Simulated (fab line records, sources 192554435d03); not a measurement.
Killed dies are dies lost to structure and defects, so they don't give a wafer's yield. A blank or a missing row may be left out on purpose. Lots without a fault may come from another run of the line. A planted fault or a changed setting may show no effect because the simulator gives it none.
A struck lot beside a sound one | flow n5_finfet | 15 steps out of a route of 1938
Sound: wafers L187.2, L187.3, L187.5. Struck: wafers L192.2, L192.4, L192.6. The cause comes at the end.
At each step with rows: each side's tool, then ch and its chambers, then its first start. Under that, the readings that differ: sound wafers | struck wafers | difference of the means | sigmas: that difference in standard deviations of wafers without a fault.
alike: readings whose means differ by less than 2 such deviations, and words and numbers that are the same on both sides. not compared: withheld readings, readings that some wafer has no value for, bounds like >300 that may hide the same value, and numbers for which the record gives no deviation and whose values overlap.
The two part at a step that has a row with sigmas, a row that says differs or no value, or rows on one side only. Numbers that don't overlap but have no deviation are shown without sigmas and don't part them. A reading that every wafer of one side lacks parts them only if that side has two wafers or more.

N5_BEOL_M5_DESCUM_16: chemistry O2, time 7 s.
  sound on rie_diel-02 ch 0,2,3, day 9 02:25; struck on rie_diel-05 ch 2,3, day 10 15:19
  reading                         | sound             | struck            | difference | sigmas
  rf_vpp_V (V)                    | 245.8 243.9 242.4 | 241.0 241.2 241.5 | -2.8       | -2
  showerhead_plenum_p_Torr (Torr) | 2.21 2.18 2.11    | 2.01 2.01 1.99    | -0.16      | -2
  alike: drypump_motor_current_A, o2_flow_sccm, oes_product_au, throttle_valve_pct
  not compared: rf_hours_counter_h
N5_BEOL_M5_ETCH_72: etches underlayer in N2/H2, target depth 6.5 nm, time 5.2 s.
  sound on rie_diel-02 ch 0,2,3, day 9 02:26; struck on rie_diel-05 ch 2,3, day 10 15:21
  reading                         | sound             | struck            | difference | sigmas
  rf_vpp_V (V)                    | 527.3 525.9 524.1 | 518.5 519.3 522.1 | -5.8       | -2
  showerhead_plenum_p_Torr (Torr) | 2.72 2.65 2.57    | 2.42 2.42 2.41    | -0.23      | -3
  alike: drypump_motor_current_A, etch_rf_on_time_s, oes_product_au, throttle_valve_pct
  not compared: rf_hours_counter_h
N5_BEOL_M5_ETCH_61: etches SiARC in CF4, target depth 15.6 nm, time 26 s.
  sound on rie_diel-02 ch 0,2,3, day 9 02:28; struck on rie_diel-05 ch 2,3, day 10 15:22
  reading                         | sound          | struck         | difference | sigmas
  showerhead_plenum_p_Torr (Torr) | 2.29 2.22 2.17 | 2.04 2.04 2.06 | -0.18      | -2
  alike: drypump_motor_current_A, etch_rf_on_time_s, oes_product_au, rf_vpp_V, throttle_valve_pct
  not compared: rf_hours_counter_h
then, 3 steps without rows for these wafers: N5_BEOL_M5_ETCH_62 (etches SOC in N2/H2, target depth 75 nm, overetch 15 nm, time 112.5 s); N5_BEOL_M5_STRIP_63 (strips in N2/H2); N5_BEOL_M5_STRIP_73 (strips in N2/H2).
N5_BEOL_M5_STRIP_64: strips in CF4.
  sound on rie_diel-02 ch 0,2,3, day 9 02:37; struck on rie_diel-05 ch 2,3, day 10 15:31
  reading                         | sound             | struck            | difference | sigmas
  power_w (W)                     | 302.6 302.2 298.9 | 298.9 297.6 300.5 | -2.2       | -2
  rf_vpp_V (V)                    | 273.8 274.0 271.9 | 268.7 270.1 269.3 | -3.9       | -3
  showerhead_plenum_p_Torr (Torr) | 1.91 1.86 1.82    | 1.71 1.71 1.73    | -0.15      | -2
  alike: drypump_motor_current_A, oes_product_au, throttle_valve_pct
  not compared: rf_hours_counter_h
then, 1 step without rows for these wafers: N5_BEOL_M5_HM_OPEN_17 (chemistry Cl2/BCl3, target TiN, target depth 20 nm, overetch 6 nm).
N5_BEOL_M5_STRIP_19: strips in O2.
  sound on rie_diel-02 ch 0,2,3, day 9 02:46; struck on rie_diel-02 ch 0,3, day 10 15:50
  alike: drypump_motor_current_A, o2_flow_sccm, oes_product_au, rf_vpp_V, showerhead_plenum_p_Torr, throttle_valve_pct
  not compared: rf_hours_counter_h
N5_BEOL_M5_CD_MEAS_18: pitch 56 nm, target cd 28 nm.
  sound on cd_sem-01, day 9 02:50; struck on cd_sem-01, day 10 15:55
  alike: cd_nm
then, 2 steps without rows for these wafers: N5_BEOL_M5_COAT_65 (time 60 s, resist thk 60 nm); N5_BEOL_M5_COAT_66 (time 60 s, resist thk 12 nm).
N5_BEOL_M5_COAT_74: time 60 s, resist thk 5 nm.
  sound on litho_track-05 ch 0, day 9 03:37; struck on litho_track-01 ch 0, day 10 15:57
  reading                  | sound                | struck               | difference | sigmas
  heater_power_total_W (W) | 392.7 389.9 390.9    | 409.1 408.0 408.9    | +17.5      | +13
  plate_temp_C (C)         | 204.86 204.67 204.95 | 211.71 211.76 211.63 | +6.87      | +43
  alike: chill_plate_temp_C
then, 2 steps without rows for these wafers: N5_BEOL_M5_COAT_22 (resist thk 30 nm); N5_PASSIVATION_PROBE_49.

WHERE THEY PART
First at N5_BEOL_M5_DESCUM_16; last, within this record, at N5_BEOL_M5_COAT_74.

WHY: what the simulator had put in
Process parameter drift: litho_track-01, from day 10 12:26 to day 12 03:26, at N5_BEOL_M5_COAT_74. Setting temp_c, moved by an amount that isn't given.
